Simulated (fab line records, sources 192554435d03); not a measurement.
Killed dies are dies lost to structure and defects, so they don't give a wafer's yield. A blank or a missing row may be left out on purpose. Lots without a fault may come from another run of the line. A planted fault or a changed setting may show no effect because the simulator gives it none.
Chamber matching | flow n5_finfet | N5_BEOL_M0_CUTY_ETCH_62 on rie_diel-02: 4 sister chambers
The step etches SiARC in CF4, time 58.5 s. 39 wafers are shown with their chamber, then 12 later ones without.

WAFERS WITH THEIR CHAMBER
wafer  | chamber | drypump_motor_current_A (A) | showerhead_plenum_p_Torr (Torr) | throttle_valve_pct (%)
L074.1 | 0       | 5.7                         | 2.10                            | 15.2
L074.2 | 3       | 5.8                         | 2.16                            | 15.3
L074.3 | 1       | 6.0                         | 2.20                            | 15.7
L074.4 | 2       | 5.4                         | 2.27                            | 15.1
L074.5 | 2       | 5.3                         | 2.27                            | 15.1
L074.6 | 3       | 5.8                         | 2.16                            | 15.3
L076.1 | 2       | 5.3                         | 2.27                            | 15.1
L076.3 | 3       | 5.8                         | 2.16                            | 15.3
L076.5 | 2       | 5.3                         | 2.27                            | 15.1
L078.1 | 2       | 5.3                         | 2.27                            | 15.1
L078.5 | 3       | 5.8                         | 2.16                            | 15.3
L078.6 | 2       | 5.3                         | 2.27                            | 15.1
L079.1 | 0       | 5.7                         | 2.10                            | 15.2
L079.2 | 1       | 6.0                         | 2.20                            | 15.7
L079.3 | 2       | 5.3                         | 2.27                            | 15.1
L079.4 | 3       | 5.8                         | 2.16                            | 15.4
L079.5 | 3       | 5.8                         | 2.16                            | 15.3
L079.6 | 2       | 5.3                         | 2.27                            | 15.1
L080.3 | 2       | 5.3                         | 2.27                            | 15.1
L080.4 | 3       | 5.8                         | 2.16                            | 15.3
L080.6 | 3       | 5.8                         | 2.16                            | 15.3
L082.1 | 0       | 5.7                         | 2.10                            | 15.2
L082.2 | 1       | 6.0                         | 2.20                            | 15.7
L082.3 | 3       | 5.8                         | 2.15                            | 15.4
L082.4 | 2       | 5.3                         | 2.27                            | 15.1
L082.5 | 1       | 6.0                         | 2.20                            | 15.7
L082.6 | 0       | 5.7                         | 2.09                            | 15.2
L085.1 | 3       | 5.8                         | 2.15                            | 15.4
L085.3 | 1       | 6.0                         | 2.19                            | 15.7
L085.4 | 2       | 5.4                         | 2.26                            | 15.1
L087.1 | 0       | 5.7                         | 2.09                            | 15.3
L087.4 | 2       | 5.3                         | 2.26                            | 15.1
L087.5 | 3       | 5.8                         | 2.15                            | 15.4
L088.1 | 0       | 5.7                         | 2.09                            | 15.3
L088.2 | 3       | 5.8                         | 2.15                            | 15.4
L088.3 | 2       | 5.4                         | 2.26                            | 15.1
L088.4 | 1       | 6.0                         | 2.19                            | 15.7
L088.5 | 1       | 6.0                         | 2.19                            | 15.7
L088.6 | 0       | 5.7                         | 2.09                            | 15.3

SIGNATURES (means of the wafers above)
reading                  | chamber 0 | chamber 1 | chamber 2 | chamber 3 | scatter within a chamber
drypump_motor_current_A  | 5.700     | 6.000     | 5.323     | 5.800     | 0.0257
showerhead_plenum_p_Torr | 2.0943    | 2.1957    | 2.2677    | 2.1567    | 0.0049
throttle_valve_pct       | 15.243    | 15.700    | 15.100    | 15.342    | 0.0364
Rule: a wafer's distance from a chamber is the root of the sum, over the readings, of the square of ((its reading less the chamber's mean) divided by the reading's scatter). The wafer belongs to the nearest chamber; if the next one is less than 2 further off, it can't be placed. The scatter: the root of (the sum of the squares of (reading less its chamber's mean) over the shown wafers, divided by (wafers less chambers)).

WAFERS WITHOUT THEIR CHAMBER
wafer  | drypump_motor_current_A (A) | showerhead_plenum_p_Torr (Torr) | throttle_valve_pct (%)
L091.2 | 5.3                         | 2.26                            | 15.1
L091.5 | 6.0                         | 2.19                            | 15.7
L091.6 | 5.3                         | 2.26                            | 15.1
L094.1 | 5.8                         | 2.14                            | 15.4
L094.4 | 6.0                         | 2.19                            | 15.8
L094.5 | 5.7                         | 2.09                            | 15.3
L096.3 | 5.7                         | 2.08                            | 15.3
L096.4 | 6.0                         | 2.18                            | 15.8
L096.6 | 5.7                         | 2.08                            | 15.3
L097.2 | 6.0                         | 2.18                            | 15.8
L097.3 | 5.8                         | 2.14                            | 15.4
L097.5 | 6.0                         | 2.18                            | 15.8

WHICH CHAMBER EACH WENT THROUGH
wafer  | from the rows above | in truth
L091.2 | 2                   | 2
L091.5 | 1                   | 1
L091.6 | 2                   | 2
L094.1 | 3                   | 3
L094.4 | 1                   | 1
L094.5 | 0                   | 0
L096.3 | 0                   | 0
L096.4 | 1                   | 1
L096.6 | 0                   | 0
L097.2 | 1                   | 1
L097.3 | 3                   | 3
L097.5 | 1                   | 1
Placed correctly: 12 of 12. Can't be placed from these rows: 0. Placed wrongly: 0.
